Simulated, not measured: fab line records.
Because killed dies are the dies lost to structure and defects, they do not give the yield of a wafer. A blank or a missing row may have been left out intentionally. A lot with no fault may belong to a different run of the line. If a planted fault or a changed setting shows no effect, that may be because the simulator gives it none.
Which tool was responsible? :: flow n5_finfet :: 33 wafers from 11 lots sampled at 3 of the route's 1938 steps

WHAT THE GAUGES SHOWED, per wafer
N5_BEOL_M7_OVL_MEAS_29. Usual: V6_OVL typically reads 0.0 nm, with standard deviation 0.73.
lot: L523
measured: day 9 20:02
on: overlay-02
V6_OVL (nm): 0.1 0.3 -0.7
flag: 

lot: L524
measured: day 10 05:29
on: overlay-02
V6_OVL (nm): -0.9 -0.5 -0.5
flag: 

lot: L528
measured: day 10 10:29
on: overlay-01
V6_OVL (nm): 1.2 0.9 -0.1
flag: 

lot: L531
measured: day 11 07:47
on: overlay-01
V6_OVL (nm): -0.2 0.0 0.2
flag: 

lot: L529
measured: day 11 17:07
on: overlay-01
V6_OVL (nm): -1.0 0.1 0.1
flag: 

lot: L533
measured: day 12 03:39
on: overlay-02
V6_OVL (nm): 1.8 0.4 0.6
flag: 

lot: L535
measured: day 12 18:14
on: overlay-02
V6_OVL (nm): -0.4 -0.8 -0.7
flag: 

lot: L538
measured: day 13 17:55
on: overlay-02
V6_OVL (nm): -0.5 -0.1 0.7
flag: 

lot: L544
measured: day 14 15:23
on: overlay-01
V6_OVL (nm): -0.5 -0.7 -1.0
flag: 

lot: L542
measured: day 14 18:11
on: overlay-01
V6_OVL (nm): -0.7 -0.6 -1.4
flag: 

lot: L545
measured: day 14 23:02
on: overlay-02
V6_OVL (nm): 0.6 0.2 0.6
flag: 

EACH LOT AND THE TOOL THAT RAN IT (in order: tool; ch and the chambers of the sampled wafers; start)
lot: L523
N5_BEOL_M7_HM_DEP_02: pvd_sputter-02, day 9 18:14
N5_BEOL_M7_COAT_22: litho_track-03 ch 0, day 9 19:38

lot: L524
N5_BEOL_M7_HM_DEP_02: pvd_sputter-01, day 10 03:58
N5_BEOL_M7_COAT_22: litho_track-03 ch 0, day 10 05:04

lot: L528
N5_BEOL_M7_HM_DEP_02: pvd_sputter-01, day 10 07:29
N5_BEOL_M7_COAT_22: litho_track-02 ch 0, day 10 10:11

lot: L531
N5_BEOL_M7_HM_DEP_02: pvd_sputter-03, day 11 05:35
N5_BEOL_M7_COAT_22: litho_track-02 ch 0, day 11 07:29

lot: L529
N5_BEOL_M7_HM_DEP_02: pvd_sputter-03, day 11 15:29
N5_BEOL_M7_COAT_22: litho_track-03 ch 0, day 11 16:44

lot: L533
N5_BEOL_M7_HM_DEP_02: pvd_sputter-01, day 12 02:07
N5_BEOL_M7_COAT_22: litho_track-02 ch 0, day 12 03:21

lot: L535
N5_BEOL_M7_HM_DEP_02: pvd_sputter-01, day 12 15:32
N5_BEOL_M7_COAT_22: litho_track-02 ch 0, day 12 17:57

lot: L538
N5_BEOL_M7_HM_DEP_02: pvd_sputter-02, day 13 14:06
N5_BEOL_M7_COAT_22: litho_track-02 ch 0, day 13 17:29

lot: L544
N5_BEOL_M7_HM_DEP_02: pvd_sputter-01, day 14 13:22
N5_BEOL_M7_COAT_22: litho_track-04 ch 0, day 14 14:56

lot: L542
N5_BEOL_M7_HM_DEP_02: pvd_sputter-03, day 14 16:10
N5_BEOL_M7_COAT_22: litho_track-02 ch 0, day 14 17:53

lot: L545
N5_BEOL_M7_HM_DEP_02: pvd_sputter-03, day 14 19:31
N5_BEOL_M7_COAT_22: litho_track-04 ch 0, day 14 22:44
- N5_BEOL_M7_HM_DEP_02: deposits TiN, target thk 20 nm.
- N5_BEOL_M7_COAT_22: resist thk 30 nm.

AS READ BY THE TOOLS THEMSELVES (means over the sampled wafers that have a number; for cases with no such wafer, the mark the record gives instead)
N5_BEOL_M7_HM_DEP_02. Usual: substrate_temp_c 25.01 C, standard deviation 0.1; throttle_valve_pct 29.9 %, standard deviation 1.
lot: L523
tool: pvd_sputter-02
substrate_temp_c (C): 24.93
throttle_valve_pct (%): 29.6
flag: 

lot: L524
tool: pvd_sputter-01
substrate_temp_c (C): 25.03
throttle_valve_pct (%): 29.4
flag: 

lot: L528
tool: pvd_sputter-01
substrate_temp_c (C): 25.02
throttle_valve_pct (%): 29.2
flag: 

lot: L531
tool: pvd_sputter-03
substrate_temp_c (C): 24.94
throttle_valve_pct (%): 30.7
flag: 

lot: L529
tool: pvd_sputter-03
substrate_temp_c (C): 24.98
throttle_valve_pct (%): 30.4
flag: 

lot: L533
tool: pvd_sputter-01
substrate_temp_c (C): 25.00
throttle_valve_pct (%): 29.1
flag: 

lot: L535
tool: pvd_sputter-01
substrate_temp_c (C): 24.94
throttle_valve_pct (%): 29.3
flag: 

lot: L538
tool: pvd_sputter-02
substrate_temp_c (C): 25.07
throttle_valve_pct (%): 29.9
flag: 

lot: L544
tool: pvd_sputter-01
substrate_temp_c (C): 25.02
throttle_valve_pct (%): 30.4
flag: 

lot: L542
tool: pvd_sputter-03
substrate_temp_c (C): 24.94
throttle_valve_pct (%): 30.2
flag: 

lot: L545
tool: pvd_sputter-03
substrate_temp_c (C): 24.97
throttle_valve_pct (%): 30.5
flag: 

N5_BEOL_M7_COAT_22. Usual: 1500.1 rpm for spin_speed_rpm, sd 1.
lot: L523
tool: litho_track-03
spin_speed_rpm (rpm): 1500.6
flag: 

lot: L524
tool: litho_track-03
spin_speed_rpm (rpm): 1499.7
flag: 

lot: L528
tool: litho_track-02
spin_speed_rpm (rpm): 1498.5
flag: 

lot: L531
tool: litho_track-02
spin_speed_rpm (rpm): 1499.4
flag: 

lot: L529
tool: litho_track-03
spin_speed_rpm (rpm): 1499.6
flag: 

lot: L533
tool: litho_track-02
spin_speed_rpm (rpm): 1499.5
flag: 

lot: L535
tool: litho_track-02
spin_speed_rpm (rpm): 1499.3
flag: 

lot: L538
tool: litho_track-02
spin_speed_rpm (rpm): 1548.9
flag: OFF

lot: L544
tool: litho_track-04
spin_speed_rpm (rpm): 1499.6
flag: 

lot: L542
tool: litho_track-02
spin_speed_rpm (rpm): 1549.4
flag: OFF

lot: L545
tool: litho_track-04
spin_speed_rpm (rpm): 1500.0
flag: 

THE ANSWER, worked out from the rows above alone
Rule: lot off if the mean of its wafers having a number is beyond 3 standard deviations from the usual mean. Also off: a lot with no number at a reading for which 4 or more lots have one. Where the step has rows for the other lots, those lots are counted as sound. The gauges are gone through in route order, then the tools' own readings, and for those a lot's mean is taken as printed above. The first step at which some lot is off is used, and at that step the reading that is off furthest; a lot without a number counts as furthest.
Off, at N5_BEOL_M7_COAT_22 on spin_speed_rpm: L538, L542.
A tool fits if, at that step or a process step before it, it ran every lot that is off, and no sound lot after the first of them. One fits: N5_BEOL_M7_COAT_22 on litho_track-02. A fault onset in the window from L535 (day 12 17:57, its last sound lot) to L538 (day 13 17:29, its first lot off) fits.
The tool's own readings at N5_BEOL_M7_COAT_22 bear it out: on the lots that are off they differ by more than 5 times the standard deviation of the sound lots' means. spin_speed_rpm reads 1549.2 rpm there against 1499.6 rpm on the sound lots.

WHAT THE SIMULATOR HAD PUT IN
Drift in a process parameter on litho_track-02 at N5_BEOL_M7_COAT_22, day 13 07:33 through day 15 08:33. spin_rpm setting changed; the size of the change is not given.
Struck lots among those shown: L538, L542. The same result came from the rule above.
